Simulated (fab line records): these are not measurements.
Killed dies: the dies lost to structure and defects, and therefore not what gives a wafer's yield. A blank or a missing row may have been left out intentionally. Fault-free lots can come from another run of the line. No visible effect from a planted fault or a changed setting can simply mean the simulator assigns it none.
Chamber matching | flow nand_harc | NHARC_P_GATE_DESCUM_93 on rie_diel-10: 4 sister chambers
The step chemistry O2, time 3 s. 4 wafers are shown with their chamber, then 9 later ones without.

== EACH WAFER AND ITS CHAMBER ==
wafer  | chamber | showerhead_plenum_p_Torr (Torr)
L811.3 | 3       | 2.05
L812.6 | 0       | 2.03
L814.5 | 2       | 1.98
L814.6 | 1       | 1.92

== WAFERS MISSING THEIR CHAMBER ==
wafer  | showerhead_plenum_p_Torr (Torr)
L817.1 | 1.91
L817.4 | 2.05
L817.5 | 1.98
L826.2 | 1.98
L826.5 | 2.04
L826.6 | 2.03
L827.1 | 1.91
L827.3 | 2.03
L827.5 | 1.91

== WHICH CHAMBER EACH ONE RAN IN ==
wafer  | from the rows above     | in truth
L817.1 | 1                       | 1
L817.4 | 3                       | 3
L817.5 | 2                       | 2
L826.2 | 2                       | 2
L826.5 | can't be placed: 3 or 0 | 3
L826.6 | 0                       | 0
L827.1 | 1                       | 1
L827.3 | 0                       | 0
L827.5 | 1                       | 1
Correct placement for 8 of the 9. Cannot be placed on the basis of these rows: 1; the candidates contain the true chamber in 1. Placed wrongly: 0.
How it was worked out, from the rows above alone: a wafer's distance from a chamber is the root of the sum, over the readings, of the square of ((its reading less the chamber's mean) divided by the reading's scatter). If the next closest chamber is less than 2 further off than the closest, the wafer can't be placed; otherwise it belongs to the closest. Each chamber's mean is taken over the wafers shown for it. The scatter: root of mean squared gap, hidden wafer to nearest shown wafer, with one shown wafer a chamber.
